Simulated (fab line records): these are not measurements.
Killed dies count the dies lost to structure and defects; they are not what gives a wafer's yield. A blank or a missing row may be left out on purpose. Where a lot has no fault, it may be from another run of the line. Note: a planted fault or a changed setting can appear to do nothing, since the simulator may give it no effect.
Matching of chambers | flow nand harc | NHARC_P_CONTACT_CMP_24 on cmp-03: 4 sister chambers
The step polishes, t overpolish 30 s, target thk 200 nm. 20 wafers are shown with their chamber, then 10 later ones without.

## EACH WAFER AND ITS CHAMBER
wafer  | chamber | motor current A (A) | time to endpoint s (s) | overpolish run s (s)
L074.2 | 0       | 14.4                | 38.9                   | 29.991
L074.3 | 2       | 10.6                | 38.2                   | 29.994
L074.6 | 2       | 10.7                | 39.5                   | 29.990
L078.3 | 0       | 15.1                | 41.8                   | 30.013
L078.4 | 3       | 13.4                | 42.7                   | 30.008
L078.5 | 0       | 15.0                | 41.6                   | 29.993
L077.3 | 0       | 14.8                | 38.5                   | 29.996
L077.5 | 2       | 10.4                | 38.9                   | 29.998
L077.6 | 3       | 13.5                | 41.9                   | 29.988
L080.1 | 2       | 10.5                | 36.8                   | 29.995
L080.5 | 0       | 15.1                | 37.8                   | 29.997
L080.6 | 3       | 14.4                | 41.4                   | 30.005
L083.2 | 3       | 12.8                | 45.6                   | 29.991
L083.3 | 1       | 14.4                | 39.8                   | 29.999
L083.4 | 2       | 10.5                | 37.9                   | 30.018
L084.1 | 0       | 14.9                | 39.6                   | 30.020
L084.5 | 0       | 15.2                | 39.0                   | 29.993
L084.6 | 3       | 13.4                | 41.6                   | 30.000
L087.2 | 1       | 13.3                | 38.7                   | 30.007
L087.3 | 2       | 10.2                | 37.9                   | 29.994

SIGNATURES (averages over the wafers above)
reading            | chamber 0 | chamber 1 | chamber 2 | chamber 3 | scatter within a chamber
motor current A    | 14.929    | 13.850    | 10.483    | 13.500    | 0.396
time to endpoint s | 39.600    | 39.250    | 38.200    | 42.640    | 1.39
overpolish run s   | 30.00043  | 30.00300  | 29.99817  | 29.99840  | 0.01
Rule: for a wafer and a chamber, the distance is found by dividing, reading by reading, the gap between the wafer's reading and the chamber's mean by the reading's scatter, squaring, summing and taking the root. If the next closest chamber is less than 2 further off than the closest, the wafer can't be placed; otherwise it belongs to the closest. The scatter: take each reading less its chamber's mean, square it, sum over the shown wafers, divide by the number of wafers less the number of chambers, and take the root.

## WAFERS WITH NO CHAMBER GIVEN
wafer  | motor current A (A) | time to endpoint s (s) | overpolish run s (s)
L087.5 | 15.0                | 37.9                   | 29.997
L085.1 | 13.8                | 42.4                   | 30.003
L085.5 | 13.2                | 40.2                   | 29.991
L085.6 | 13.5                | 37.7                   | 29.990
L091.1 | 10.3                | 38.6                   | 30.015
L091.5 | 14.1                | 39.9                   | 29.992
L091.6 | 13.8                | 40.8                   | 30.008
L095.3 | 14.0                | 40.4                   | 30.015
L095.5 | 15.4                | 37.5                   | 30.008
L095.6 | 13.6                | 41.1                   | 29.996

## THE CHAMBER EACH PASSED THROUGH
wafer  | from the rows above          | in truth
L087.5 | can't be placed: 0 or 1      | 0
L085.1 | can't be placed: 3 or 1      | 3
L085.5 | can't be placed: 3 or 1      | 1
L085.6 | can't be placed: 1 or 3      | 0
L091.1 | 2                            | 2
L091.5 | can't be placed: 1 or 0 or 3 | 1
L091.6 | can't be placed: 1 or 3 or 0 | 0
L095.3 | can't be placed: 1 or 3 or 0 | 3
L095.5 | 0                            | 0
L095.6 | can't be placed: 3 or 1      | 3
Correctly placed: 2 of 10. From these rows, 8 cannot be placed; in 7 the true chamber is one of the candidates. Placed wrongly: 0.
